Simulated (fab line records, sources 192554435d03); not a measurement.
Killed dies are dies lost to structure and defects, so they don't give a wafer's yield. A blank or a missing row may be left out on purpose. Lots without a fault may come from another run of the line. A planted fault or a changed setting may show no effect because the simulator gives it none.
Which tool did it? | flow n5_finfet | 11 lots, 33 wafers sampled, at 1 step of a route of 1938

WHAT THE GAUGES READ, wafer by wafer
N5_BEOL_M8_INSPECT_30: inspects for defects (brightfield).
lot  | measured     | on                | raw_defect_count
L865 | day 9 10:38  | defect_inspect-01 | 390 329 390
L869 | day 10 05:09 | defect_inspect-02 | 225 264 344
L870 | day 11 01:15 | defect_inspect-01 | 477 313 437
L872 | day 11 07:07 | defect_inspect-02 | 439 232 368
L874 | day 12 07:44 | defect_inspect-02 | 430 383 571
L880 | day 13 10:22 | defect_inspect-01 | 453 399 427
L881 | day 13 15:52 | defect_inspect-02 | 441 331 376
L882 | day 14 01:16 | defect_inspect-01 | 501 669 486
L886 | day 15 03:46 | defect_inspect-02 | 354 471 802
L888 | day 15 05:14 | defect_inspect-02 | 463 361 382
L887 | day 15 10:29 | defect_inspect-01 | 315 383 373

WHICH TOOL RAN EACH LOT (tool, then ch and the chambers of the sampled wafers, then the start)
The record holds no process step before these readings.

WHAT THE TOOLS THEMSELVES READ (means of the sampled wafers that have a number; where no wafer has one, the mark that the record gives instead)
The record holds no such reading with a usual standard deviation.

THE ANSWER, worked out from the rows above alone
Rule: what is usual is taken from the lots themselves. Put in order of their means at a reading, lots are off if they are a third of the lots or fewer, leave a main group of 4 or more, and stand apart from it by a gap of 3 or more times the standard deviation of the main group's means; of several such gaps the widest counts. A main group whose means are all the same, to the digits that the tables above print for the reading, isn't used. A lot without any number at a reading at which 4 lots or more have one is off too. The other lots that the step has rows for count as sound. The gauges are gone through in route order, then the tools' own readings, and for those a lot's mean is taken as printed above. The first step at which some lot is off is used, and at that step the reading that is off furthest; a lot without a number counts as furthest.
No lot is off at any reading shown: from this, nothing can be told.

WHAT THE SIMULATOR HAD PUT IN
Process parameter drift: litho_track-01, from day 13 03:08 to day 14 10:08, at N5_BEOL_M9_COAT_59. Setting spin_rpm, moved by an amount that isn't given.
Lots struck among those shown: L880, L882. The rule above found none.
